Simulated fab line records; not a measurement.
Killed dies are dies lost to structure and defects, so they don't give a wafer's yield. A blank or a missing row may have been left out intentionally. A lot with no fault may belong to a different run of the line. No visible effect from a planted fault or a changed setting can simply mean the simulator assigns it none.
Which of the tools did it? + flow n5Finfet + Sampling: 11 lots, 33 wafers, 4 of 1938 route steps

## WHAT THE GAUGES SHOWED, per wafer
N5_MOL_CONTACT_COAG_INSPECT_97: inspects for defects (darkfield).
| lot  | measured     | on               | rawDefectCount |
|------|--------------|------------------|----------------|
| L075 | day 5 20:58  | defectInspect-01 | 29 42 47       |
| L078 | day 6 16:48  | defectInspect-02 | 48 47 30       |
| L080 | day 6 22:46  | defectInspect-02 | 60 49 60       |
| L082 | day 7 18:01  | defectInspect-01 | 54 24 34       |
| L084 | day 7 21:00  | defectInspect-01 | 56 87 91       |
| L086 | day 8 20:43  | defectInspect-02 | 52 46 48       |
| L088 | day 9 06:07  | defectInspect-01 | 41 53 41       |
| L091 | day 9 14:53  | defectInspect-02 | 55 39 45       |
| L092 | day 9 23:03  | defectInspect-02 | 56 58 31       |
| L094 | day 10 15:44 | defectInspect-01 | 40 40 58       |
| L097 | day 11 03:24 | defectInspect-02 | 49 76 58       |

## EACH LOT AND THE TOOL THAT RAN IT (in order: tool; ch and the chambers of the sampled wafers; start)
| lot  | N5_MOL_CONTACT_COAG_CMP_28    | N5_MOL_CONTACT_COAG_ETCHBACK_132  | N5_MOL_CONTACT_COAG_DESCUM_45     |
|------|-------------------------------|-----------------------------------|-----------------------------------|
| L075 | cmp-04 ch 0,1, day 5 12:49    | rieDiel-05 ch 0,1, day 5 14:53    | rieDiel-03 ch 0,3, day 5 16:16    |
| L078 | cmp-01 ch 0,2, day 6 09:31    | rieDiel-03 ch 1,2, day 6 11:13    | rieDiel-05 ch 1,3, day 6 12:09    |
| L080 | cmp-01 ch 0,3, day 6 14:52    | rieDiel-01 ch 0,1,3, day 6 16:34  | rieDiel-01 ch 0,1,3, day 6 17:31  |
| L082 | cmp-04 ch 0,2, day 7 06:56    | rieDiel-03 ch 0,1, day 7 10:21    | rieDiel-01 ch 0,1,2, day 7 12:31  |
| L084 | cmp-03 ch 1,2,3, day 7 11:09  | rieDiel-05 ch 1,2,3, day 7 13:58  | rieDiel-01 ch 0,2, day 7 15:38    |
| L086 | cmp-03 ch 1,2, day 8 10:43    | rieDiel-03 ch 2,3, day 8 14:32    | rieDiel-03 ch 2,3, day 8 15:51    |
| L088 | cmp-01 ch 0,2,3, day 8 20:57  | rieDiel-03 ch 1,2,3, day 9 00:02  | rieDiel-01 ch 0,2,3, day 9 01:06  |
| L091 | cmp-01 ch 1,2,3, day 9 07:25  | rieDiel-01 ch 0,2,3, day 9 09:07  | rieDiel-01 ch 2,3, day 9 10:14    |
| L092 | cmp-04 ch 0,1,2, day 9 14:21  | rieDiel-01 ch 0,3, day 9 17:02    | rieDiel-03 ch 1,2,3, day 9 18:02  |
| L094 | cmp-04 ch 0,1,3, day 10 08:06 | rieDiel-03 ch 0,1,3, day 10 09:59 | rieDiel-05 ch 2,3, day 10 11:02   |
| L097 | cmp-04 ch 1,2, day 10 20:00   | rieDiel-01 ch 0,3, day 10 21:37   | rieDiel-05 ch 1,2,3, day 10 22:41 |
- N5_MOL_CONTACT_COAG_CMP_28: polishes, stops on SiNx, t overpolish 0.85 s, target thk 14.522 nm.
- N5_MOL_CONTACT_COAG_ETCHBACK_132: etches SiO2 in CHF3, target depth 10 nm, time 6.7 s.
- N5_MOL_CONTACT_COAG_DESCUM_45: chemistry O2, time 7 s.

## THE ANSWER, worked out from the rows above alone
Rule: what is usual is taken from the lots themselves. The widest of any qualifying gaps counts: lots, ordered by their means at a reading, are off when they make up no more than a third of the lots, leave a main group of 4 or more, and stand apart from it by 3 or more times the standard deviation of that group's means. Not used: any main group whose means are identical at the precision the tables above print for the reading. Also off: a lot with no number at a reading for which 4 or more lots have one. Where the step has rows for the other lots, those lots are counted as sound.
Nothing can be told from this: no lot is off at any reading shown.

## WHAT THE SIMULATOR PUT IN
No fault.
